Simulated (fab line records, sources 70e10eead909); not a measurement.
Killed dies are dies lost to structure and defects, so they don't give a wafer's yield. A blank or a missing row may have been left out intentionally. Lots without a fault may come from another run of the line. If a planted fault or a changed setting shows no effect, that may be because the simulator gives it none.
fab line records ; flow nandHarc
[record] lots = 7; wafers = 21; lastDay = 33
route steps=1302 shown A_CONTACT@1004 END@1302
lots with no fault: from the same line, run without faults
startH: hours from the record's opening day to when the first of the lot's shown wafers began ; waitH: time in hours since the lot's previous step ; " identical to the entry in the row above ; L1.1+2: a single row standing in for several wafers ; - no value present, or no start provided ; * or withheld: withheld ; < > ~ a bound
route shown NAME@n: names a module that has steps shown in the file, with the first one's number in the route ; usual: mean/standard deviation taken from wafers without a fault ; same: alike in all rows ; chamber/n: place in a boat ; sites: each site's reading ; _std_site: their standard deviation ; _edge_site: outer sites' mean less inner sites' ; radiusMm: for every site, how far away it sits from the centre of the wafer ; mask NAME#n: copy n ; behind: the last tool/chamber to shape the wafer ; hold: reason for holding the lot/hours on hold/outcome of the hold ; device: which transistor (n, p or np) failed to switch ; end of line: tests of these same wafers at the route's end ; where a step has no rows: the recipe by itself ; killed: dies that structure and defects cost at the first sort, which is not the same as the wafer's yield ; map: per-die view of a wafer (x killed, . not killed, _ where there is no die)
set.NAME: the run value of the setting; set.NAME@STEP: its run value at that earlier step ; model.NAME: the simulator's own value behind a step, which no gauge read
certain route steps with their lots: each step a table, each wafer a row
services: a tool's chamber out of use, with start hour (startH, from the record's first day; less than 0 if before it), hours out, and reason
[[steps]]
[step NHARC_A_CONTACT_ETCH_51]
[recipe] targetDepthA = 70000; overEtchFrac = 0.3; timeS = 1820; ionEnergyEv = 150; o2FlowSccm = 400; cosFlowSccm = 20; arFlowSccm = 0; rfW = 500; biasW = 300; chemistry = O2/COS
[usual] biasW = 300.2/0.88; chamberPressureMTorr = 20.001/0.019; drypumpMotorCurrentA = 5.6/0.46; oesProductAu = 0.997/0.014; rfVppV = 314.6/2.2; showerheadPlenumPTorr = 3.15/0.15; throttleValvePct = 28.330/0.0083
[same] overEtchFrac = 0.3
lot.wafer;tool;chamber;startH;waitH;biasW;chamberPressureMTorr;drypumpMotorCurrentA;oesProductAu;rfHoursCounterH;rfVppV;showerheadPlenumPTorr;throttleValvePct
L397.1;rieDiel-03;0;-;-;301.2;19.988;5.2;0.976;17;317.4;3.36;28.330
L397.3;rieDiel-03;1;-;-;300.0;19.976;5.8;0.989;23;315.9;3.32;28.332
L397.5;rieDiel-03;1;-;-;301.2;20.010;5.8;0.983;-;316.1;3.32;28.331
L402.3;rieDiel-04;0;-;-;299.5;19.998;6.1;1.011;1;313.7;2.96;28.348
L402.4;rieDiel-04;1;-;-;299.7;20.030;6.2;0.974;1;316.5;3.25;28.319
L402.6;rieDiel-04;1;-;-;298.7;19.990;6.2;0.972;-;316.1;3.25;28.331
L400.4;rieDiel-04;0;-;-;299.4;19.994;6.1;1.001;2;312.1;2.96;28.332
L400.2;rieDiel-04;2;-;-;298.1;20.005;5.6;0.998;2;317.1;3.25;28.330
L400.6;rieDiel-04;0;-;-;301.1;19.994;6.1;1.005;-;312.9;2.96;28.339
L406.2;rieDiel-04;2;-;-;300.0;20.017;5.6;1.022;9;315.9;3.24;28.323
L406.6;rieDiel-04;3;-;-;299.8;19.977;4.8;0.995;-;312.1;2.99;28.324
L406.5;rieDiel-04;0;-;-;300.1;20.038;6.1;1.022;-;311.4;2.95;28.323
L413.1;rieDiel-03;0;-;-;300.6;19.967;5.2;0.995;14;318.5;3.34;28.332
L413.4;rieDiel-03;1;-;-;300.3;20.031;5.8;1.006;16;316.4;3.29;28.334
L413.5;rieDiel-03;1;-;-;300.1;19.994;5.8;0.997;-;315.3;3.29;28.339
L414.2;rieDiel-02;3;-;-;301.3;19.985;5.2;0.999;40;314.3;3.10;28.337
L414.6;rieDiel-02;3;-;-;301.2;20.022;5.2;1.005;-;315.7;3.10;28.319
L414.5;rieDiel-02;0;-;-;301.2;20.037;5.8;0.967;-;317.3;3.35;28.329
L415.1;rieDiel-04;1;-;-;298.7;20.008;6.2;0.991;25;313.5;3.24;28.335
L415.2;rieDiel-04;2;-;-;301.4;19.994;5.7;1.013;26;315.3;3.23;28.325
L415.4;rieDiel-04;3;-;-;299.2;20.004;4.8;0.982;27;311.8;2.98;28.325
[step NHARC_A_CONTACT_ETCH_111]
[recipe] sourceW = withheld; pressureMtorr = 20; biasV = withheld; timeS = 140; targetDepthA = 7000; arFlowSccm = withheld; c4f8FlowSccm = withheld; o2FlowSccm = withheld; chemistry = C4F8/O2/Ar
[step NHARC_A_CONTACT_ETCH_112]
[recipe] sourceW = withheld; pressureMtorr = 20; biasV = 3000; timeS = 190; targetDepthA = 18500; arFlowSccm = withheld; c4f8FlowSccm = withheld; o2FlowSccm = withheld; chemistry = C4F8/O2/Ar
[step NHARC_A_CONTACT_ETCH_113]
[recipe] sourceW = withheld; pressureMtorr = 20; biasV = 3000; timeS = 190; targetDepthA = 18500; arFlowSccm = withheld; c4f8FlowSccm = withheld; o2FlowSccm = withheld; chemistry = C4F8/O2/Ar
[step NHARC_A_CONTACT_ETCH_114]
[recipe] sourceW = withheld; pressureMtorr = 20; biasV = 3000; timeS = 190; targetDepthA = 18500; arFlowSccm = withheld; c4f8FlowSccm = withheld; o2FlowSccm = withheld; chemistry = C4F8/O2/Ar
[usual] chamberPressureMTorr = 19.998/0.018; oesAirLineAu = 1.002/0.021
lot.wafer;tool;chamber;startH;waitH;chamberPressureMTorr;oesAirLineAu;rfHoursCounterH
L397.1;harCapEtch-02;1;531.13;0.1;20.009;1.003;91
L397.3;harCapEtch-02;1;531.13;0.1;19.974;1.021;-
L397.5;harCapEtch-02;0;531.13;0.1;20.002;0.999;-
L402.4;harCapEtch-03;1;550.66;0.1;19.985;1.010;-
L402.3;harCapEtch-03;0;550.66;0.1;20.011;0.979;-
L402.6;harCapEtch-03;0;550.66;0.1;20.005;1.020;-
L400.2;harCapEtch-01;1;551.82;0.1;20.000;1.026;9
L400.4;harCapEtch-01;1;551.82;0.1;20.008;0.977;-
L400.6;harCapEtch-01;0;551.82;0.1;20.014;1.016;-
L406.2;harCapEtch-03;1;612.79;0.1;19.965;0.998;58
L406.5;harCapEtch-03;1;612.79;0.1;19.970;0.984;-
L406.6;harCapEtch-03;0;612.79;0.1;19.989;0.973;-
L413.1;harCapEtch-01;0;692.81;0.1;19.981;1.010;29
L413.4;harCapEtch-01;0;692.81;0.1;19.968;1.002;-
L413.5;harCapEtch-01;0;692.81;0.1;19.983;1.029;-
L414.2;harCapEtch-02;1;694.34;0.1;20.033;1.013;119
L414.5;harCapEtch-02;0;694.34;0.1;20.021;1.032;-
L414.6;harCapEtch-02;1;694.34;0.1;19.975;0.978;-
L415.1;harCapEtch-03;0;704.03;0.1;20.025;0.996;74
L415.2;harCapEtch-03;1;704.03;0.1;20.024;0.993;74
L415.4;harCapEtch-03;1;704.03;0.1;19.987;0.992;-
[step NHARC_A_CONTACT_ETCH_115]
[recipe] sourceW = withheld; pressureMtorr = 20; biasV = 3000; timeS = 190; targetDepthA = 18500; arFlowSccm = withheld; c4f8FlowSccm = withheld; o2FlowSccm = withheld; chemistry = C4F8/O2/Ar
[step NHARC_A_CONTACT_ETCH_116]
[recipe] sourceW = withheld; pressureMtorr = 20; biasV = 3000; timeS = 190; targetDepthA = 18500; arFlowSccm = withheld; c4f8FlowSccm = withheld; o2FlowSccm = withheld; chemistry = C4F8/O2/Ar
[step NHARC_A_CONTACT_ETCH_117]
[recipe] sourceW = withheld; pressureMtorr = 20; biasV = 3000; timeS = 190; targetDepthA = 18500; arFlowSccm = withheld; c4f8FlowSccm = withheld; o2FlowSccm = withheld; chemistry = C4F8/O2/Ar
[step NHARC_A_CONTACT_ETCH_118]
[recipe] sourceW = withheld; pressureMtorr = 20; biasV = 3000; timeS = 190; targetDepthA = 18500; arFlowSccm = withheld; c4f8FlowSccm = withheld; o2FlowSccm = withheld; chemistry = C4F8/O2/Ar
[usual] chamberPressureMTorr = 19.999/0.019; oesAirLineAu = 1.001/0.022
lot.wafer;tool;chamber;startH;waitH;chamberPressureMTorr;oesAirLineAu;rfHoursCounterH
L397.1;harCapEtch-02;1;531.81;0.1;19.967;0.985;92
L397.3;harCapEtch-02;1;531.81;0.1;20.002;1.008;-
L397.5;harCapEtch-02;0;531.81;0.1;20.011;0.960;-
L402.4;harCapEtch-03;1;551.35;0.1;20.023;0.951;-
L402.3;harCapEtch-03;0;551.35;0.1;19.983;0.987;-
L402.6;harCapEtch-03;0;551.35;0.1;20.000;0.999;-
L400.2;harCapEtch-01;1;552.50;0.1;20.015;1.024;9
L400.4;harCapEtch-01;1;552.50;0.1;19.958;0.970;-
L400.6;harCapEtch-01;0;552.50;0.1;20.017;1.067;-
L406.2;harCapEtch-03;1;613.48;0.1;19.972;0.979;59
L406.5;harCapEtch-03;1;613.48;0.1;19.981;0.986;-
L406.6;harCapEtch-03;0;613.48;0.1;20.021;0.983;-
L413.1;harCapEtch-01;0;693.50;0.1;20.021;1.009;30
L413.4;harCapEtch-01;0;693.50;0.1;20.022;0.983;-
L413.5;harCapEtch-01;0;693.50;0.1;20.004;1.000;-
L414.2;harCapEtch-02;1;695.03;0.1;19.982;1.071;120
L414.5;harCapEtch-02;0;695.03;0.1;20.015;0.988;-
L414.6;harCapEtch-02;1;695.03;0.1;20.005;1.012;-
L415.1;harCapEtch-03;0;704.72;0.1;20.026;1.027;75
L415.2;harCapEtch-03;1;704.72;0.1;19.983;0.973;75
L415.4;harCapEtch-03;1;704.72;0.1;20.016;0.998;-
[step NHARC_A_CONTACT_ETCH_119]
[recipe] sourceW = withheld; pressureMtorr = 20; biasV = 3000; timeS = 190; targetDepthA = 18500; arFlowSccm = withheld; c4f8FlowSccm = withheld; o2FlowSccm = withheld; chemistry = C4F8/O2/Ar
[usual] chamberPressureMTorr = 20.002/0.019; oesAirLineAu = 0.997/0.019
lot.wafer;tool;chamber;startH;waitH;chamberPressureMTorr;oesAirLineAu;rfHoursCounterH
L397.1;harCapEtch-02;1;531.98;0.1;20.001;1.012;92
L397.3;harCapEtch-02;1;531.98;0.1;20.012;1.038;-
L397.5;harCapEtch-02;0;531.98;0.1;19.983;1.000;-
L402.4;harCapEtch-03;1;551.52;0.1;19.982;0.983;-
L402.3;harCapEtch-03;0;551.52;0.1;19.974;0.985;-
L402.6;harCapEtch-03;0;551.52;0.1;20.028;1.001;-
L400.2;harCapEtch-01;1;552.67;0.1;19.997;1.038;9
L400.4;harCapEtch-01;1;552.67;0.1;19.959;1.016;-
L400.6;harCapEtch-01;0;552.67;0.1;20.009;0.986;-
L406.2;harCapEtch-03;1;613.65;0.1;19.993;0.954;59
L406.5;harCapEtch-03;1;613.65;0.1;19.986;0.978;-
L406.6;harCapEtch-03;0;613.65;0.1;19.974;1.005;-
L413.1;harCapEtch-01;0;693.67;0.1;19.985;1.025;30
L413.4;harCapEtch-01;0;693.67;0.1;20.004;1.043;-
L413.5;harCapEtch-01;0;693.67;0.1;19.988;1.020;-
L414.2;harCapEtch-02;1;695.20;0.1;19.974;1.021;120
L414.5;harCapEtch-02;0;695.20;0.1;19.991;1.004;-
L414.6;harCapEtch-02;1;695.20;0.1;20.031;1.006;-
L415.1;harCapEtch-03;0;704.89;0.1;20.013;0.998;75
L415.2;harCapEtch-03;1;704.89;0.1;20.022;1.000;75
L415.4;harCapEtch-03;1;704.89;0.1;19.986;1.001;-
[step NHARC_A_CONTACT_ETCH_120]
[recipe] sourceW = withheld; pressureMtorr = 20; biasV = 3000; timeS = 190; targetDepthA = 18500; arFlowSccm = withheld; c4f8FlowSccm = withheld; o2FlowSccm = withheld; chemistry = C4F8/O2/Ar
[usual] chamberPressureMTorr = 19.999/0.022; oesAirLineAu = 1.002/0.022
lot.wafer;tool;chamber;startH;waitH;chamberPressureMTorr;oesAirLineAu;rfHoursCounterH
L397.1;harCapEtch-02;1;532.16;0.1;19.936;0.980;92
L397.3;harCapEtch-02;1;532.16;0.1;19.907;1.006;-
L397.5;harCapEtch-02;0;532.16;0.1;20.009;0.998;-
L402.4;harCapEtch-03;1;551.69;0.1;19.978;1.038;-
L402.3;harCapEtch-03;0;551.69;0.1;19.976;1.037;-
L402.6;harCapEtch-03;0;551.69;0.1;19.995;0.999;-
L400.2;harCapEtch-01;1;552.84;0.1;20.036;1.006;9
L400.4;harCapEtch-01;1;552.84;0.1;20.008;1.040;-
L400.6;harCapEtch-01;0;552.84;0.1;20.030;1.001;-
L406.2;harCapEtch-03;1;613.82;0.1;19.995;1.017;59
L406.5;harCapEtch-03;1;613.82;0.1;19.975;0.993;-
L406.6;harCapEtch-03;0;613.82;0.1;19.985;0.992;-
L413.1;harCapEtch-01;0;693.84;0.1;20.014;0.994;30
L413.4;harCapEtch-01;0;693.84;0.1;19.981;0.976;-
L413.5;harCapEtch-01;0;693.84;0.1;19.977;0.961;-
L414.2;harCapEtch-02;1;695.37;0.1;19.968;1.005;120
L414.5;harCapEtch-02;0;695.37;0.1;19.997;0.991;-
L414.6;harCapEtch-02;1;695.37;0.1;19.994;1.012;-
L415.1;harCapEtch-03;0;705.06;0.1;19.975;1.018;75
L415.2;harCapEtch-03;1;705.06;0.1;20.005;1.011;75
L415.4;harCapEtch-03;1;705.06;0.1;20.035;0.991;-
[step NHARC_A_CONTACT_ETCH_121]
[recipe] sourceW = withheld; pressureMtorr = 20; biasV = 3000; timeS = 190; targetDepthA = 18500; arFlowSccm = withheld; c4f8FlowSccm = withheld; o2FlowSccm = withheld; chemistry = C4F8/O2/Ar
[step NHARC_A_CONTACT_ETCH_122]
[recipe] sourceW = withheld; pressureMtorr = 20; biasV = 3000; timeS = 190; targetDepthA = 18500; arFlowSccm = withheld; c4f8FlowSccm = withheld; o2FlowSccm = withheld; chemistry = C4F8/O2/Ar
[usual] chamberPressureMTorr = 20.002/0.019; oesAirLineAu = 0.998/0.024
lot.wafer;tool;chamber;startH;waitH;chamberPressureMTorr;oesAirLineAu;rfHoursCounterH
L397.1;harCapEtch-02;1;532.50;0.1;20.009;0.989;92
L397.3;harCapEtch-02;1;532.50;0.1;20.041;1.012;-
L397.5;harCapEtch-02;0;532.50;0.1;19.990;0.992;-
L402.4;harCapEtch-03;1;552.03;0.1;20.017;0.987;-
L402.3;harCapEtch-03;0;552.03;0.1;20.024;0.989;-
L402.6;harCapEtch-03;0;552.03;0.1;19.975;0.996;-
L400.2;harCapEtch-01;1;553.19;0.1;19.978;1.012;10
L400.4;harCapEtch-01;1;553.19;0.1;20.005;1.018;-
L400.6;harCapEtch-01;0;553.19;0.1;19.976;1.004;-
L406.2;harCapEtch-03;1;614.16;0.1;19.995;0.979;59
L406.5;harCapEtch-03;1;614.16;0.1;19.982;1.000;-
L406.6;harCapEtch-03;0;614.16;0.1;19.984;1.012;-
L413.1;harCapEtch-01;0;694.18;0.1;-;-;-
L413.4;harCapEtch-01;0;694.18;0.1;-;-;-
L413.5;harCapEtch-01;0;694.18;0.1;-;-;-
L414.2;harCapEtch-02;1;695.71;0.1;-;-;-
L414.5;harCapEtch-02;0;695.71;0.1;-;-;-
L414.6;harCapEtch-02;1;695.71;0.1;-;-;-
L415.1;harCapEtch-03;0;705.40;0.1;-;-;-
L415.2;harCapEtch-03;1;705.40;0.1;-;-;-
L415.4;harCapEtch-03;1;705.40;0.1;-;-;-
[step NHARC_A_CONTACT_ETCH_123]
[recipe] sourceW = withheld; pressureMtorr = 20; biasV = 400; timeS = 490; targetDepthA = 21100; arFlowSccm = withheld; c4f8FlowSccm = 11.5; o2FlowSccm = 7.2; chemistry = C4F8/O2/Ar
[step NHARC_END_SORT_01]
[recipe] tempC = 25
[usual] killedAtArray = 61/24; killedAtOther = 1.2/1.3; killedAtPeriphery = 3.7/2.6; killedDies = 66/23; killedOpen = 3.3/1.8; killedShort = 2.4/1.6
[same] grossDies = 677
lot.wafer;tool;chamber;startH;waitH;killedAtArray;killedAtOther;killedAtPeriphery;killedDies;killedOpen;killedShort
L400.2;prober-02;0;622.77;2.8;49;0;3;52;2;1
L400.4;prober-02;0;624.36;3.4;54;1;0;55;1;1
L400.6;prober-02;0;625.96;4.0;58;4;1;63;7;3
L406.2;prober-02;0;680.15;2.8;61;1;7;69;2;5
L406.5;prober-02;0;682.58;3.7;72;1;1;74;4;2
L406.6;prober-02;0;683.39;4.1;64;2;3;69;3;2
L414.2;prober-02;0;773.19;2.8;673;0;4;677;4;2
L414.5;prober-02;0;775.58;3.7;673;1;3;677;7;4
L414.6;prober-02;0;776.38;4.0;676;1;0;677;2;5
L413.1;prober-01;0;777.14;2.5;670;3;4;677;0;1
L413.4;prober-01;0;779.53;3.4;666;0;11;677;4;6
L413.5;prober-01;0;780.32;3.7;668;0;9;677;1;3
L415.1;prober-01;0;784.89;2.5;674;0;3;677;2;0
L415.2;prober-01;0;785.69;2.8;672;1;4;677;5;0
L415.4;prober-01;0;787.29;3.4;675;0;2;677;2;1
// killed by level:class
L400.2 A_CHANNEL_HOLE_D1:chamberFilmFlake=33 A_CHANNEL_HOLE_D2:chamberFilmFlake=10 A_STAIRCASE:chamberFilmFlake=3 P_GATE:geometricParticle:open=1 A_DECK1_JOINT:geometricParticle:short=1 A_BLC:geometricParticle:open=1 P_ZERO_WELL:chamberFilmFlake=1 P_GATE:chamberFilmFlake=1
L400.4 A_CHANNEL_HOLE_D1:chamberFilmFlake=33 A_CHANNEL_HOLE_D2:chamberFilmFlake=14 A_CONTACT:chamberFilmFlake=2 A_CHANNEL_FILL_D1:geometricParticle:open=1 A_WL_FILL:geometricParticle:short=1 A_ZERO_WELL:chamberFilmFlake=1 A_CHANNEL_FILL_D2:chamberFilmFlake=1 A_STAIRCASE:chamberFilmFlake=1
L400.6 A_CHANNEL_HOLE_D1:chamberFilmFlake=29 A_CHANNEL_HOLE_D2:chamberFilmFlake=11 A_CHANNEL_FILL_D2:geometricParticle:open=4 THIN_TSV:chamberFilmFlake=4 A_DECK1_JOINT:geometricParticle:open=2 A_CHANNEL_FILL_D2:geometricParticle:short=2 A_DECK1_JOINT:chamberFilmFlake=2 A_CHANNEL_FILL_D2:chamberFilmFlake=2
L406.2 A_CHANNEL_HOLE_D1:chamberFilmFlake=28 A_CHANNEL_HOLE_D2:chamberFilmFlake=15 A_STAIRCASE:chamberFilmFlake=7 P_ZERO_WELL:chamberFilmFlake=3 P_GATE:chamberFilmFlake=3 A_CONTACT:chamberFilmFlake=3 A_WL_FILL:geometricParticle:short=2 A_DECK1_JOINT:chamberFilmFlake=2
L406.5 A_CHANNEL_HOLE_D1:chamberFilmFlake=31 A_CHANNEL_HOLE_D2:chamberFilmFlake=20 A_STAIRCASE:chamberFilmFlake=7 A_SLIT:chamberFilmFlake=5 A_CHANNEL_FILL_D2:geometricParticle:open=2 A_CONTACT:chamberFilmFlake=2 A_CHANNEL_HOLE_D1:geometricParticle:short=1 A_DECK1_JOINT:geometricParticle:short=1
L406.6 A_CHANNEL_HOLE_D1:chamberFilmFlake=36 A_CHANNEL_HOLE_D2:chamberFilmFlake=13 A_STAIRCASE:chamberFilmFlake=5 A_CONTACT:chamberFilmFlake=3 P_ZERO_WELL:chamberFilmFlake=2 A_SLIT:chamberFilmFlake=2 THIN_TSV:chamberFilmFlake=2 P_STI:geometricParticle:open=1
L414.2 A_CONTACT:areaEtch=593 A_CHANNEL_HOLE_D2:chamberFilmFlake=25 A_CHANNEL_HOLE_D1:chamberFilmFlake=18 A_SLIT:chamberFilmFlake=17 A_CONTACT:chamberFilmFlake=7 A_STAIRCASE:chamberFilmFlake=6 A_CHANNEL_FILL_D2:chamberFilmFlake=3 P_STI:geometricParticle:open=1
L414.5 A_CONTACT:areaEtch=587 A_SLIT:chamberFilmFlake=33 A_CHANNEL_HOLE_D2:chamberFilmFlake=21 A_CHANNEL_HOLE_D1:chamberFilmFlake=12 A_CONTACT:chamberFilmFlake=6 A_STAIRCASE:chamberFilmFlake=5 A_WL_FILL:geometricParticle:open=3 P_M0:geometricParticle:open=1
L414.6 A_CONTACT:areaEtch=583 A_SLIT:chamberFilmFlake=34 A_CHANNEL_HOLE_D2:chamberFilmFlake=27 A_CHANNEL_HOLE_D1:chamberFilmFlake=8 A_STAIRCASE:chamberFilmFlake=8 A_CONTACT:chamberFilmFlake=8 A_ONON_D2:geometricParticle:short=2 A_SOURCE_PLATE:geometricParticle:short=1
L413.1 A_CONTACT:areaEtch=649 A_CHANNEL_HOLE_D1:chamberFilmFlake=10 A_SLIT:chamberFilmFlake=4 A_CHANNEL_FILL_D2:chamberFilmFlake=3 THIN_TSV:chamberFilmFlake=3 P_STI:chamberFilmFlake=2 A_STAIRCASE:chamberFilmFlake=2 A_ONON_D2:geometricParticle:short=1
L413.4 A_CONTACT:areaEtch=632 A_CHANNEL_HOLE_D1:chamberFilmFlake=12 P_STI:chamberFilmFlake=6 A_SLIT:chamberFilmFlake=6 P_GATE:chamberFilmFlake=3 A_STAIRCASE:chamberFilmFlake=3 A_ONON_D1:geometricParticle:short=2 A_DECK1_JOINT:geometricParticle:open=2
L413.5 A_CONTACT:areaEtch=629 A_SLIT:chamberFilmFlake=12 A_CHANNEL_HOLE_D1:chamberFilmFlake=11 P_STI:chamberFilmFlake=6 A_STAIRCASE:chamberFilmFlake=6 A_CHANNEL_FILL_D2:chamberFilmFlake=4 A_CHANNEL_FILL_D2:geometricParticle:short=2 A_CONTACT:chamberFilmFlake=2
L415.1 A_CONTACT:areaEtch=611 A_SLIT:chamberFilmFlake=30 A_CHANNEL_HOLE_D1:chamberFilmFlake=15 A_CONTACT:chamberFilmFlake=12 P_GATE:chamberFilmFlake=2 A_DECK1_JOINT:chamberFilmFlake=2 A_STAIRCASE:chamberFilmFlake=2 P_M0:geometricParticle:open=1
L415.2 A_CONTACT:areaEtch=615 A_SLIT:chamberFilmFlake=27 A_CHANNEL_HOLE_D1:chamberFilmFlake=17 A_CONTACT:chamberFilmFlake=5 P_STI:chamberFilmFlake=2 A_STAIRCASE:chamberFilmFlake=2 A_ONON_D1:geometricParticle:open=1 A_ONON_D2:geometricParticle:open=1
L415.4 A_CONTACT:areaEtch=611 A_SLIT:chamberFilmFlake=34 A_CHANNEL_HOLE_D1:chamberFilmFlake=15 A_CONTACT:chamberFilmFlake=6 A_ZERO_WELL:chamberFilmFlake=5 A_DECK1_JOINT:chamberFilmFlake=2 P_M0:geometricParticle:open=1 A_ONON_D1:geometricParticle:short=1
// map L413.1 (x killed, . not)
____________x____________
_________xxxxxxx_________
_______xxxxxxxxxxx_______
______xxxxxxxxxxxxx______
_____xxxxxxxxxxxxxxx_____
____xxxxxxxxxxxxxxxxx____
____xxxxxxxxxxxxxxxxx____
___xxxxxxxxxxxxxxxxxxx___
___xxxxxxxxxxxxxxxxxxx___
__xxxxxxxxxxxxxxxxxxxxx__
__xxxxxxxxxxxxxxxxxxxxx__
_xxxxxxxxxxxxxxxxxxxxxxx_
_xxxxxxxxxxxxxxxxxxxxxxx_
_xxxxxxxxxxxxxxxxxxxxxxx_
_xxxxxxxxxxxxxxxxxxxxxxx_
_xxxxxxxxxxxxxxxxxxxxxxx_
xxxxxxxxxxxxxxxxxxxxxxxxx
xxxxxxxxxxxxxxxxxxxxxxxxx
xxxxxxxxxxxxxxxxxxxxxxxxx
xxxxxxxxxxxxxxxxxxxxxxxxx
xxxxxxxxxxxxxxxxxxxxxxxxx
_xxxxxxxxxxxxxxxxxxxxxxx_
_xxxxxxxxxxxxxxxxxxxxxxx_
_xxxxxxxxxxxxxxxxxxxxxxx_
_xxxxxxxxxxxxxxxxxxxxxxx_
_xxxxxxxxxxxxxxxxxxxxxxx_
__xxxxxxxxxxxxxxxxxxxxx__
__xxxxxxxxxxxxxxxxxxxxx__
___xxxxxxxxxxxxxxxxxxx___
___xxxxxxxxxxxxxxxxxxx___
____xxxxxxxxxxxxxxxxx____
____xxxxxxxxxxxxxxxxx____
_____xxxxxxxxxxxxxxx_____
______xxxxxxxxxxxxx______
_______xxxxxxxxxxx_______
_________xxxxxxx_________
____________x____________
// map L414.2 (x killed, . not)
____________x____________
_________xxxxxxx_________
_______xxxxxxxxxxx_______
______xxxxxxxxxxxxx______
_____xxxxxxxxxxxxxxx_____
____xxxxxxxxxxxxxxxxx____
____xxxxxxxxxxxxxxxxx____
___xxxxxxxxxxxxxxxxxxx___
___xxxxxxxxxxxxxxxxxxx___
__xxxxxxxxxxxxxxxxxxxxx__
__xxxxxxxxxxxxxxxxxxxxx__
_xxxxxxxxxxxxxxxxxxxxxxx_
_xxxxxxxxxxxxxxxxxxxxxxx_
_xxxxxxxxxxxxxxxxxxxxxxx_
_xxxxxxxxxxxxxxxxxxxxxxx_
_xxxxxxxxxxxxxxxxxxxxxxx_
xxxxxxxxxxxxxxxxxxxxxxxxx
xxxxxxxxxxxxxxxxxxxxxxxxx
xxxxxxxxxxxxxxxxxxxxxxxxx
xxxxxxxxxxxxxxxxxxxxxxxxx
xxxxxxxxxxxxxxxxxxxxxxxxx
_xxxxxxxxxxxxxxxxxxxxxxx_
_xxxxxxxxxxxxxxxxxxxxxxx_
_xxxxxxxxxxxxxxxxxxxxxxx_
_xxxxxxxxxxxxxxxxxxxxxxx_
_xxxxxxxxxxxxxxxxxxxxxxx_
__xxxxxxxxxxxxxxxxxxxxx__
__xxxxxxxxxxxxxxxxxxxxx__
___xxxxxxxxxxxxxxxxxxx___
___xxxxxxxxxxxxxxxxxxx___
____xxxxxxxxxxxxxxxxx____
____xxxxxxxxxxxxxxxxx____
_____xxxxxxxxxxxxxxx_____
______xxxxxxxxxxxxx______
_______xxxxxxxxxxx_______
_________xxxxxxx_________
____________x____________
[[services]]
tool;chamber;startH;hours;kind
rieDiel-04;0;510.96;-;clean
rieDiel-04;1;510.96;-;clean
rieDiel-04;2;510.96;-;clean
rieDiel-04;3;510.96;-;clean
harCapEtch-01;0;514.00;-;clean
harCapEtch-01;1;514.00;-;clean
rieDiel-03;3;517.78;17.8;repair
rieDiel-04;-;531.90;9.0;pm
rieDiel-04;0;531.90;9.0;ventCycle
rieDiel-04;1;531.90;9.0;ventCycle
rieDiel-04;2;531.90;9.0;ventCycle
rieDiel-04;3;531.90;9.0;ventCycle
rieDiel-04;0;540.90;-;clean
rieDiel-04;0;540.90;-;consumableReplace:focusRing
rieDiel-04;1;540.90;-;clean
rieDiel-04;2;540.90;-;clean
rieDiel-04;3;540.90;-;clean
rieDiel-04;3;562.59;3.2;repair
harCapEtch-01;-;567.86;0.6;repair
rieDiel-02;-;570.78;9.0;pm
harCapEtch-03;-;625.69;1.0;repair
rieDiel-03;-;634.91;1.3;repair
rieDiel-03;-;636.26;9.0;pm
rieDiel-02;1;663.83;8.8;repair
[[key]]
[firstSign] step = NHARC_A_CONTACT_ETCH_122; reading = toolRecord; direction = missing
[effect] step = NHARC_END_SORT_01; reading = killedDies; direction = up; sigmas = 27; usual = 66; struck = 677
[moreKillsBornAt] NHARC_A_CONTACT_ETCH_122@harCapEtch-01 = 1910; NHARC_A_CONTACT_ETCH_122@harCapEtch-03 = 1837; NHARC_A_CONTACT_ETCH_122@harCapEtch-02 = 1763
metAt NHARC_A_CONTACT_ETCH_122
struckWafers L413.1,L413.4,L413.5,L414.2,L414.5,L414.6,L415.1,L415.2,L415.4
laterRowsLeftOut L413.1,L413.4,L413.5,L414.2,L414.5,L414.6,L415.1,L415.2,L415.4
testerLeftOut L413,L414,L415
onsetBetween 614.16 694.18
[fault] kind = skippedStepWhole; tool = harCapEtch-01,harCapEtch-02,harCapEtch-03; chamber = -; onsetH = 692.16; steps = NHARC_A_CONTACT_ETCH_122; scope = struckLotsOnly
// testerLeftOut: of these lots the tester's yield and bins aren't shown, on N5 and GAA mostly nor the transistor test; their killed dies are dies lost to structure and defects alone, not to doping, threshold or leakage, so they don't give the yield
// laterRowsLeftOut: the simulator's readings of these wafers behind a module that went badly wrong aren't trusted and aren't shown, but for the sort
